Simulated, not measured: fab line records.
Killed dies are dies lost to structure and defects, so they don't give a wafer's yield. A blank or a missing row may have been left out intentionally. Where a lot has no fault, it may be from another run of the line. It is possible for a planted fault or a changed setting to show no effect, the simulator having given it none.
Which tool did it? ; flow n5Finfet ; 7 lots with 19 wafers sampled at 8 steps, on a route of 1938 steps

WHAT EACH GAUGE READ, for each wafer
N5_BEOL_M14_THK_MEAS_50: measures by xrf. Usual: M14_THK typically reads 552 nm, with standard deviation 8.1.
lot;measured;on;M14_THK (nm);flag
L411;day 12 00:20;filmMetro-02;558 559 555;
L415;day 13 00:38;filmMetro-01;428 550;OFF
L418;day 13 11:23;filmMetro-02;450 556;OFF
L427;day 15 23:32;filmMetro-01;558 563 543;
L426;day 16 01:58;filmMetro-02;568 551 549;
L432;day 17 05:22;filmMetro-01;548 554 545;
L431;day 17 12:23;filmMetro-01;561 558 559;

N5_BEOL_M14_RS_MEAS_54: the measuring method here is four-point-probe. Usual: M14_RS typically reads 0.0332 ohm/sq, with standard deviation 0.00045.
lot;measured;on;M14_RS (ohm/sq);flag
L411;day 12 00:27;filmMetro-02;0.0329 0.0328 0.0332;
L415;day 13 00:46;filmMetro-02;0.0436 0.0336;OFF
L418;day 13 11:33;filmMetro-01;0.0413 0.0335;OFF
L427;day 15 23:40;filmMetro-02;0.0327 0.0324 0.0337;
L426;day 16 02:06;filmMetro-01;0.0324 0.0334 0.0335;
L432;day 17 05:31;filmMetro-02;0.0335 0.0333 0.0336;
L431;day 17 12:32;filmMetro-02;0.0328 0.0329 0.0330;

N5_BEOL_M15_RC_MEAS_101. Usual: COMB_M10 1.44e-11 S/m, standard deviation 2.9e-12; COMB_M11 1.4e-11 S/m, standard deviation 3.2e-12; COMB_M12 6.1e-12 S/m, standard deviation 1.3e-12; COMB_M13 4.4e-12 S/m, standard deviation 8.4e-13; COMB_M15 2.2e-12 S/m, standard deviation 5.4e-13; COMB_M5 3.6e-11 S/m, standard deviation 6.7e-12; COMB_M6 2.5e-11 S/m, standard deviation 5.7e-12; COMB_M7 2.6e-11 S/m, standard deviation 4.8e-12; COMB_M8 2.4e-11 S/m, standard deviation 4.6e-12; COMB_M9 1.4e-11 S/m, standard deviation 3.1e-12; SERP_M10 3.07 ohm/um, standard deviation 0.072; SERP_M11 3.11 ohm/um, standard deviation 0.069; SERP_M12 0.641 ohm/um, standard deviation 0.013; SERP_M13 0.311 ohm/um, standard deviation 0.0055; SERP_M14 0.162 ohm/um, standard deviation 0.0031; SERP_M14_max_site 0.163 ohm/um, standard deviation 0.0031; SERP_M5 39.3 ohm/um, standard deviation 1.4; SERP_M6 13.7 ohm/um, standard deviation 0.4; SERP_M7 14.0 ohm/um, standard deviation 0.44; SERP_M8 13.9 ohm/um, standard deviation 0.45; SERP_M8_max_site 14.5 ohm/um, standard deviation 0.52; SERP_M9 3.09 ohm/um, standard deviation 0.064.
lot;measured;on;COMB_M10 (S/m);COMB_M11 (S/m);COMB_M12 (S/m);COMB_M13 (S/m);COMB_M15 (S/m);COMB_M5 (S/m);COMB_M6 (S/m);COMB_M7 (S/m);COMB_M8 (S/m);COMB_M9 (S/m);SERP_M10 (ohm/um);SERP_M11 (ohm/um);SERP_M12 (ohm/um);SERP_M13 (ohm/um);SERP_M14 (ohm/um);SERP_M14_max_site (ohm/um);SERP_M5 (ohm/um);SERP_M6 (ohm/um);SERP_M7 (ohm/um);SERP_M8 (ohm/um);SERP_M8_max_site (ohm/um);SERP_M9 (ohm/um);flag
L411;day 12 07:44;prober-01;1.62e-11 1.51e-11 1.53e-11;1e-11 1.2e-11 1e-11;7.6e-12 4.2e-12 4e-12;3.9e-12 3.7e-12 3.2e-12;2.5e-12 2.4e-12 2.1e-12;3.8e-11 3.2e-11 3.1e-11;2.5e-11 2.7e-11 1.6e-11;3.2e-11 3.6e-11 3.2e-11;1.7e-11 2.1e-11 2.9e-11;2e-11 1.5e-11 1.5e-11;3.14 3.15 3.13;3.22 3.10 3.11;0.623 0.634 0.626;0.313 0.315 0.309;0.159 0.158 0.161;0.161 0.160 0.163;42.5 39.6 39.9;13.9 13.2 14.3;14.0 14.3 14.8;13.8 13.6 13.5;14.4 14.5 13.9;3.13 3.11 3.12;
L415;day 13 07:22;prober-01;1.55e-11 1.77e-11;1.3e-11 1e-11;4.9e-12 5.7e-12;4.3e-12 3.1e-12;2.1e-12 2.1e-12;3.5e-11 3.2e-11;2.6e-11 2.7e-11;1.8e-11 1.7e-11;2.5e-11 2.5e-11;1.3e-11 1.2e-11;3.01 3.14;3.19 3.16;0.651 0.642;0.306 0.319;0.213 0.164;0.215 0.167;38.5 41.1;13.5 13.8;14.0 14.1;14.0 13.9;14.3 14.4;3.08 3.11;OFF
L418;day 13 18:26;prober-01;1.31e-11 1.03e-11;1.1e-11 1.5e-11;6.5e-12 5.3e-12;3.8e-12 4.9e-12;1.5e-12 2.4e-12;4.6e-11 4e-11;2.2e-11 1.8e-11;3.1e-11 1.8e-11;2.1e-11 2.3e-11;1.4e-11 1.7e-11;3.08 2.98;3.20 3.11;0.642 0.638;0.314 0.317;0.201 0.162;0.203 0.165;40.3 39.1;13.4 12.7;14.0 14.0;14.0 14.2;14.6 14.6;3.11 3.13;OFF
L427;day 16 09:05;prober-01;1.66e-11 1.59e-11 1.49e-11;1.7e-11 2.2e-11 1.3e-11;4.4e-12 7.8e-12 5.7e-12;4.2e-12 5.3e-12 5.2e-12;2.1e-12 2.1e-12 1.9e-12;3.2e-11 3.2e-11 3.2e-11;2.6e-11 2.9e-11 2.1e-11;1.7e-11 2e-11 2.2e-11;2.4e-11 2.5e-11 2.9e-11;1.5e-11 2.2e-11 1.7e-11;3.01 3.10 3.00;3.12 3.03 3.14;0.644 0.642 0.643;0.320 0.310 0.308;0.162 0.159 0.166;0.163 0.160 0.167;39.8 37.2 37.6;13.3 13.3 13.2;13.8 14.1 14.3;13.8 13.6 14.0;14.3 14.4 14.3;3.12 2.98 3.06;
L426;day 16 11:49;prober-02;1.63e-11 1.08e-11 9.1e-12;1.3e-11 1.5e-11 2.2e-11;7.1e-12 6.7e-12 5.2e-12;4.7e-12 3.7e-12 4.1e-12;2.1e-12 1.3e-12 1.9e-12;2.8e-11 3.4e-11 3e-11;2.2e-11 1.6e-11 2e-11;3.3e-11 2.7e-11 2.2e-11;2e-11 2.1e-11 2.5e-11;1.8e-11 1.3e-11 1.2e-11;3.09 3.04 3.13;3.11 3.13 3.15;0.658 0.646 0.656;0.293 0.303 0.304;0.158 0.160 0.162;0.160 0.162 0.163;39.4 40.8 41.1;13.7 13.5 14.4;13.7 13.8 13.8;13.9 13.7 13.9;14.0 14.3 14.8;3.07 3.12 3.09;
L432;day 17 11:05;prober-02;1.07e-11 1.28e-11 1.49e-11;2.5e-11 1.8e-11 1.5e-11;7.3e-12 5.5e-12 4.9e-12;3.4e-12 4.5e-12 5.9e-12;3e-12 2.2e-12 2.1e-12;4.3e-11 4.9e-11 3.9e-11;1.6e-11 2.4e-11 3.9e-11;2.5e-11 2.7e-11 2.2e-11;2.5e-11 2.7e-11 1.8e-11;1.4e-11 1.1e-11 1.4e-11;3.20 3.05 2.98;3.11 2.97 3.01;0.637 0.642 0.633;0.302 0.315 0.316;0.164 0.164 0.165;0.166 0.165 0.166;39.7 39.6 39.4;14.1 14.0 14.2;13.4 13.3 13.7;14.2 14.6 14.8;14.8 15.1 15.4;3.12 3.17 3.13;
L431;day 17 21:16;prober-01;1.45e-11 1.56e-11 2.14e-11;9e-12 1.2e-11 1.6e-11;5.1e-12 7.3e-12 5.7e-12;4.1e-12 5e-12 3.2e-12;2.6e-12 1.1e-12 2.3e-12;2.6e-11 2.5e-11 4e-11;2.4e-11 3.6e-11 3.1e-11;2.8e-11 2.5e-11 3.5e-11;2.7e-11 2.6e-11 1.8e-11;9e-12 1.2e-11 1.4e-11;3.00 3.08 3.06;2.99 3.12 3.16;0.640 0.641 0.642;0.302 0.315 0.316;0.160 0.158 0.161;0.161 0.159 0.163;39.2 39.7 40.5;14.1 14.2 13.7;14.6 13.5 14.1;13.5 13.4 13.7;13.9 14.2 14.3;3.18 3.04 3.00;

TOOL THAT RAN EACH LOT (tool first, then ch and the chambers of the sampled wafers, then the start)
lot;N5_BEOL_M14_ETCH_67;N5_BEOL_M14_TRENCH_ETCH_34;N5_BEOL_M14_ETCH_38;N5_BEOL_M14_ECD_47;N5_BEOL_M14_CMP_49
L411;rieDiel-01 ch 1,2, day 11 20:41;rieDiel-01 ch 1,2, day 11 21:06;rieDiel-01 ch 0,1,3, day 11 23:25 or earlier;ecdCu-01 ch 0,1, day 11 23:25;cmp-03 ch 0,1,3, day 12 00:08
L415;rieDiel-03 ch 2,3, day 12 21:43;rieDiel-03 ch 2,3, day 12 22:07;rieDiel-03 ch 0,1, day 12 23:58 or earlier;ecdCu-01 ch 0,1, day 12 23:58;cmp-04 ch 2,3, day 13 00:29
L418;rieDiel-01 ch 0,2, day 13 06:42;rieDiel-01 ch 0,2, day 13 07:07;rieDiel-03 ch 2,3, day 13 10:24 or earlier;ecdCu-01 ch 0,1, day 13 10:24;cmp-04 ch 1,3, day 13 11:05
L427;rieDiel-03 ch 0,1,2, day 15 21:13;rieDiel-03 ch 0,1,2, day 15 21:38;rieDiel-03 ch 2,3, day 15 22:45 or earlier;ecdCu-01 ch 0,1, day 15 22:45;cmp-02 ch 1,3, day 15 23:14
L426;rieDiel-04 ch 0,1,2, day 15 22:39;rieDiel-04 ch 0,1,2, day 15 23:04;rieDiel-01 ch 0,2,3, day 16 01:11 or earlier;ecdCu-01 ch 0,1, day 16 01:11;cmp-03 ch 1,2,3, day 16 01:41
L432;rieDiel-01 ch 0,1,2, day 17 00:54;rieDiel-01 ch 0,1,2, day 17 01:19;rieDiel-01 ch 0,1,2, day 17 04:35 or earlier;ecdCu-01 ch 0,1, day 17 04:35;cmp-04 ch 0,2,3, day 17 05:06
L431;rieDiel-04 ch 0,1,3, day 17 07:55;rieDiel-04 ch 0,1,3, day 17 08:20;rieDiel-03 ch 1,2,3, day 17 11:32 or earlier;ecdCu-01 ch 0,1, day 17 11:32;cmp-02 ch 0,1,2, day 17 12:08
- N5_BEOL_M14_ETCH_67: etches SiARC in CF4, target depth 143 nm, time 238.3 s.
- N5_BEOL_M14_TRENCH_ETCH_34: etches SiO2 in C4F8/O2/Ar, target depth 556.65 nm, time 126.9 s.
- N5_BEOL_M14_ETCH_38: etches SiCN in CF4/N2, target depth 106.5 nm, time 120.6 s.
- N5_BEOL_M14_ECD_47: material Cu, target thk 1248 nm.
- N5_BEOL_M14_CMP_49: polishes, stops on SiO2, t overpolish 5.2 s, target thk 560 nm.

WHAT THE TOOLS THEMSELVES READ (means of the sampled wafers that have a number; where no wafer has one, the mark that the record gives instead)
N5_BEOL_M14_ETCH_67. Usual: drypumpMotorCurrentA 5.9 A, standard deviation 0.42; etchRfOnTimeS 238 s, standard deviation 3.1; oesProductAu 0.69 a.u., standard deviation 0.072; rfVppV 184.1 V, standard deviation 1.2; showerheadPlenumPTorr 2.14 Torr, standard deviation 0.06; throttleValvePct 15.57 %, standard deviation 0.26.
lot;tool;drypumpMotorCurrentA (A);etchRfOnTimeS (s);oesProductAu (a.u.);rfVppV (V);showerheadPlenumPTorr (Torr);throttleValvePct (%);flag
L411;rieDiel-01;6.3;236;0.65;184.6;2.14;15.97;
L415;rieDiel-03;5.6;242;0.70;183.8;2.17;15.50;
L418;rieDiel-01;6.0;236;0.61;183.7;2.13;15.83;
L427;rieDiel-03;6.0;235;0.70;183.5;2.10;15.50;
L426;rieDiel-04;5.4;240;0.73;185.1;2.17;15.43;
L432;rieDiel-01;6.0;242;0.62;183.9;2.13;15.84;
L431;rieDiel-04;5.8;235;0.66;183.0;2.09;15.58;

N5_BEOL_M14_TRENCH_ETCH_34. Usual: C4F8_flow_sccm 16.00 sccm, standard deviation 0.049; drypumpMotorCurrentA 5.9 A, standard deviation 0.42; oesProductAu 0.80 a.u., standard deviation 0.084; rfVppV 2234 V, standard deviation 17; showerheadPlenumPTorr 3.44 Torr, standard deviation 0.095; throttleValvePct 30.87 %, standard deviation 0.29.
lot;tool;C4F8_flow_sccm (sccm);drypumpMotorCurrentA (A);oesProductAu (a.u.);rfVppV (V);showerheadPlenumPTorr (Torr);throttleValvePct (%);flag
L411;rieDiel-01;15.97;6.3;0.77;2241;3.44;31.33;
L415;rieDiel-03;16.06;5.6;0.82;2238;3.48;30.82;
L418;rieDiel-01;16.00;6.1;0.72;2230;3.42;31.05;
L427;rieDiel-03;16.05;6.0;0.81;2229;3.38;30.79;
L426;rieDiel-04;16.05;5.4;0.86;2220;3.48;30.79;
L432;rieDiel-01;16.00;6.0;0.72;2235;3.41;31.09;
L431;rieDiel-04;15.98;5.8;0.78;2226;3.36;30.88;

N5_BEOL_M14_ETCH_38. Usual: drypumpMotorCurrentA 5.9 A, standard deviation 0.42; oesProductAu 0.81 a.u., standard deviation 0.087; rfVppV 382.1 V, standard deviation 1.8; showerheadPlenumPTorr 2.20 Torr, standard deviation 0.063; throttleValvePct 15.39 %, standard deviation 0.25.
lot;tool;drypumpMotorCurrentA (A);oesProductAu (a.u.);rfVppV (V);showerheadPlenumPTorr (Torr);throttleValvePct (%);flag
L411;rieDiel-01;6.0;0.81;382.3;2.25;15.33;
L415;rieDiel-03;5.9;0.91;381.5;2.16;15.25;
L418;rieDiel-03;5.6;0.81;382.9;2.23;15.36;
L427;rieDiel-03;5.5;0.81;382.6;2.23;15.37;
L426;rieDiel-01;6.2;0.76;383.2;2.23;15.53;
L432;rieDiel-01;6.0;0.72;382.7;2.19;15.67;
L431;rieDiel-03;5.7;0.81;381.6;2.20;15.39;

N5_BEOL_M14_CMP_49. Usual: motorCurrentA 7.8 A, standard deviation 0.75; timeToEndpointS 123 s, standard deviation 3.4.
lot;tool;motorCurrentA (A);timeToEndpointS (s);flag
L411;cmp-03;7.2;122;
L415;cmp-04;8.2;84;OFF
L418;cmp-04;8.4;81;OFF
L427;cmp-02;8.3;131;
L426;cmp-03;6.8;119;
L432;cmp-04;8.6;123;
L431;cmp-02;8.3;126;

THE ANSWER, worked out from the rows above alone
Rule: a lot counts as off when the mean over its wafers that have a number is more than 3 standard deviations away from the usual mean. Also off: a lot with no number at a reading for which 4 or more lots have one. All remaining lots with rows at the step are treated as sound. First the gauges in route order, then the tools' own readings, where a lot's mean is used as printed above. The first step at which some lot is off is used, and at that step the reading that is off furthest; a lot without a number counts as furthest.
Off: L415, L418, at N5_BEOL_M14_THK_MEAS_50 (M14_THK).
A tool fits if, at a process step before that reading, it ran every lot that is off, and no sound lot after the first of them. Not tried: the gauges at N5_BEOL_M14_THK_MEAS_50; whatever is off there is also off at N5_BEOL_M15_RC_MEAS_101, on other tools, and gauge error can't account for it. N5_BEOL_M14_ETCH_38: start missing for some lots; hours and lot order therefore follow N5_BEOL_M14_ECD_47. None of those tried fits.

WHAT THE SIMULATOR HAD PUT IN
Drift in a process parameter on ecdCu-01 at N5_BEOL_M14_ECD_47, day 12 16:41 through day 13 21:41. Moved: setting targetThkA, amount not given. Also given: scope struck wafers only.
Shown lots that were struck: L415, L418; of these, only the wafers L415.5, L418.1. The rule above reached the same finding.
